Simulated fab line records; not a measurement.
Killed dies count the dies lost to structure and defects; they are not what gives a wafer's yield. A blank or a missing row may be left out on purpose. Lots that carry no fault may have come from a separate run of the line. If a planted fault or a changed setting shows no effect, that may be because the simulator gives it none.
Chamber matching :: flow n5 finfet :: rie diel-02 running N5_PMOS_HMC_CHANNEL_EPI_DESCUM_14: 4 sister chambers
The step chemistry O2, time 7.9 s. 14 wafers are shown with their chamber, then 7 later ones without.

EACH WAFER AND ITS CHAMBER
wafer: L078.1
chamber: 2
throttle valve pct (%): 20.1
oes product au (a.u.): 0.71
bias power w (W): 19.96

wafer: L078.2
chamber: 3
throttle valve pct (%): 20.7
oes product au (a.u.): 0.67
bias power w (W): 20.00

wafer: L078.6
chamber: 3
throttle valve pct (%): 20.7
oes product au (a.u.): 0.67
bias power w (W): 20.02

wafer: L079.1
chamber: 1
throttle valve pct (%): 19.9
oes product au (a.u.): 0.92
bias power w (W): 20.02

wafer: L079.3
chamber: 0
throttle valve pct (%): 20.7
oes product au (a.u.): 0.74
bias power w (W): 19.99

wafer: L079.5
chamber: 3
throttle valve pct (%): 20.7
oes product au (a.u.): 0.67
bias power w (W): 20.04

wafer: L084.1
chamber: 1
throttle valve pct (%): 19.9
oes product au (a.u.): 0.90
bias power w (W): 20.04

wafer: L084.2
chamber: 0
throttle valve pct (%): 20.7
oes product au (a.u.): 0.73
bias power w (W): 19.97

wafer: L084.5
chamber: 2
throttle valve pct (%): 20.1
oes product au (a.u.): 0.71
bias power w (W): 19.96

wafer: L089.2
chamber: 0
throttle valve pct (%): 20.7
oes product au (a.u.): 0.72
bias power w (W): 19.96

wafer: L089.4
chamber: 3
throttle valve pct (%): 20.2
oes product au (a.u.): 0.97
bias power w (W): 19.98

wafer: L089.6
chamber: 3
throttle valve pct (%): 20.2
oes product au (a.u.): 0.97
bias power w (W): 19.91

wafer: L093.1
chamber: 3
throttle valve pct (%): 20.3
oes product au (a.u.): 0.95
bias power w (W): 20.08

wafer: L093.3
chamber: 0
throttle valve pct (%): 20.8
oes product au (a.u.): 0.72
bias power w (W): 19.99

SIGNATURES, as means of the wafers listed above
reading: throttle valve pct
chamber 0: 20.725
chamber 1: 19.900
chamber 2: 20.100
chamber 3: 20.467
scatter within a chamber: 0.185

reading: oes product au
chamber 0: 0.7275
chamber 1: 0.9100
chamber 2: 0.7100
chamber 3: 0.8167
scatter within a chamber: 0.114

reading: bias power w
chamber 0: 19.9775
chamber 1: 20.0300
chamber 2: 19.9600
chamber 3: 20.0050
scatter within a chamber: 0.042
Rule: a wafer's distance from a chamber is the root of the sum, over the readings, of the square of ((its reading less the chamber's mean) divided by the reading's scatter). If the next closest chamber is less than 2 further off than the closest, the wafer can't be placed; otherwise it belongs to the closest. The scatter is the square root of a quotient: the sum, over the shown wafers, of each reading's squared deviation from its chamber's mean, divided by wafers minus chambers.

WAFERS WITHOUT THEIR CHAMBER
wafer: L093.4
throttle valve pct (%): 19.9
oes product au (a.u.): 0.86
bias power w (W): 20.02

wafer: L094.1
throttle valve pct (%): 19.7
oes product au (a.u.): 0.96
bias power w (W): 20.03

wafer: L094.3
throttle valve pct (%): 19.9
oes product au (a.u.): 0.86
bias power w (W): 19.95

wafer: L094.6
throttle valve pct (%): 20.2
oes product au (a.u.): 0.95
bias power w (W): 19.96

wafer: L096.1
throttle valve pct (%): 20.8
oes product au (a.u.): 0.71
bias power w (W): 20.02

wafer: L096.4
throttle valve pct (%): 19.8
oes product au (a.u.): 0.94
bias power w (W): 20.08

wafer: L096.5
throttle valve pct (%): 20.8
oes product au (a.u.): 0.72
bias power w (W): 20.02

WHICH CHAMBER EACH ONE RAN IN
wafer: L093.4
from the rows above: can't be placed: 1 or 2
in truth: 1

wafer: L094.1
from the rows above: 1
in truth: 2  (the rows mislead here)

wafer: L094.3
from the rows above: can't be placed: 2 or 1 or 3
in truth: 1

wafer: L094.6
from the rows above: can't be placed: 3 or 2 or 1 or 0
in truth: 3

wafer: L096.1
from the rows above: can't be placed: 0 or 3
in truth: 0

wafer: L096.4
from the rows above: 1
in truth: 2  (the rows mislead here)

wafer: L096.5
from the rows above: can't be placed: 0 or 3
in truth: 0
Correct placement for 0 of the 7. These rows do not allow placing 5 (true chamber among the candidates in 5). Number placed wrongly: 2.
